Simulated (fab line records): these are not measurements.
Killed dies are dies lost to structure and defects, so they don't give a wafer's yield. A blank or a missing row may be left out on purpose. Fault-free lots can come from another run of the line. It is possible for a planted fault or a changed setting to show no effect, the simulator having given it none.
A lot that was struck, set against a sound lot || flow n5 finfet || 16 out of 1938 route steps
Sound: the wafers L624.1, L624.4, L624.5. Struck: wafers L635.2, L635.3, L635.5. The cause is named last.
Each step with rows lists, per side, the tool, then ch with its chambers, then its first start. Under that, the readings that differ: sound wafers || struck wafers || difference of the means || sigmas: that difference in standard deviations of wafers without a fault.
alike: readings with means less than 2 such deviations apart, plus words and numbers identical on both sides. not compared: withheld readings, readings lacking a value on some wafer, bounds such as >300 that could conceal the same value, and numbers that have no deviation in the record and whose values overlap.
The two part at a step that has a row with sigmas, a row that says differs or no value, or rows on one side only. Numbers that don't overlap but have no deviation are shown without sigmas and don't part them. A reading that every wafer of one side lacks parts them only if that side has two wafers or more.

first, 1 step without rows for these wafers: N5_GATE_CUT_ETCH_36 (etches SiARC in CF4, target depth 13 nm, time 21.7 s).
N5_GATE_CUT_ETCH_37: etches SOC in N2/H2, target depth 60 nm, overetch 12 nm, time 90 s.
  sound on rie diel-04 ch 0,3, day 6 06:10; struck on rie diel-06 ch 0,3, day 8 22:38
  alike: bias w, chamber pressure mTorr, drypump motor current A, oes product au, rf vpp V, showerhead plenum p Torr, throttle valve pct
  not compared: rf hours counter h
then, 4 steps without rows for these wafers: N5_GATE_CUT_STRIP_38 (strips in N2/H2); N5_GATE_CUT_STRIP_39 (strips in N2/H2); N5_GATE_CUT_HM_OPEN_40 (chemistry C4F6/O2, target SiO2, target depth 139 nm, time 85.1 s); N5_GATE_CUT_STRIP_41 (strips in CF4).
N5_GATE_CUT_STRIP_42: strips in O2.
  sound on rie diel-04 ch 0,3, day 6 06:19; struck on rie diel-06 ch 0,3, day 8 22:47
  alike: drypump motor current A, oes product au, rf vpp V, showerhead plenum p Torr, throttle valve pct
  not compared: rf hours counter h
N5_GATE_CUT_ETCH_19: etches SiNx in CH3F/O2, target depth 53.7 nm, time 76.7 s.
  sound on rie diel-04 ch 0,3, day 6 06:22; struck on rie diel-06 ch 0,3, day 8 22:50
  alike: CH3F_flow_sccm, O2_flow_sccm, drypump motor current A, etch rf on time s, mfc ar sccm, oes product au, rf vpp V, showerhead plenum p Torr, throttle valve pct
  not compared: rf hours counter h
N5_GATE_CUT_CUT_ETCH_53: etches W in SF6/Cl2, target depth 79.2 nm.
  sound on rie metal-03 ch 0,1, day 6 06:28; struck on rie metal-03 ch 0,1, day 8 22:56
  alike: SF6_flow_sccm, bias w, drypump motor current A, etch rf on time s, he backside leak sccm, oes product au, throttle valve pct
  not compared: rf hours counter h
then, 2 steps without rows for these wafers: N5_GATE_CUT_CUT_ETCH_54 (etches TiN in Cl2/BCl3, target depth 96.7 nm); N5_GATE_CUT_CUT_ETCH_55 (etches HfO2 in BCl3, target depth 3.2 nm).
N5_GATE_CUT_ETCH_47: etches SiO2 in Cl2/BCl3, target depth 10 nm.
  sound on rie metal-03 ch 0,1, day 6 06:37; struck on rie metal-03 ch 0,1, day 8 23:05
  alike: bcl3 flow sccm, bias w, drypump motor current A, he backside leak sccm, mfc ar sccm, oes product au, throttle valve pct
  not compared: rf hours counter h
N5_GATE_CUT_VAPOR_ETCH_48: etches TiN in BCl3/Cl2.
  sound on rie metal-03 ch 0,1, day 6 06:39; struck on rie metal-03 ch 0,1, day 8 23:07
  no value came back on the struck wafers for drypump motor current A (A), he backside leak sccm (sccm), oes product au (a.u.); on the sound wafers drypump motor current A (A) reads 5.7 5.9 5.9
then, 1 step without rows for these wafers: N5_GATE_CUT_VAPOR_ETCH_49 (etches TiAlC in BCl3/Cl2).
-- record jumps: 4 days separate the struck wafers' starts on either side; left off in module GATE_CUT, taken up again in module BEOL_M4, whose first shown step is the route's number 1111 --
N5_BEOL_M4_RC_MEAS_101:
  sound on prober-01 ch 0, day 9 17:16; struck on prober-01 ch 0, day 12 22:52
  alike: DIBL_N, DIBL_P, IOFF_N, IOFF_P, ION_N, ION_P, SS_N, SS_P, VT_N, VT_P
-- record jumps: 5 days separate the struck wafers' starts on either side; left off in module BEOL_M4, taken up again in module PASSIVATION, whose first shown step is the route's number 1936 --
N5_PASSIVATION_PROBE_49:
  sound on prober-01 at day 14 08:20; struck on prober-02 at day 17 18:26
{"reading": "killed at front end", "sound": "31 33 21", "struck": "42 64", "difference": "+25", "sigmas": "+3"}
  alike: defect limited yield, killed_at_M0_to_M3, killed_at_M4_up, killed at contacts, killed at other, killed dies, killed open, killed short, sort_bin_4_leakage, sort_bin_5_function, sort_bin_6_memory, sort n pass, sort yield pct

## WHERE THEY PART
Last at N5_PASSIVATION_PROBE_49 as far as this record goes, first at N5_GATE_CUT_VAPOR_ETCH_48.

WHY: what the simulator had put in
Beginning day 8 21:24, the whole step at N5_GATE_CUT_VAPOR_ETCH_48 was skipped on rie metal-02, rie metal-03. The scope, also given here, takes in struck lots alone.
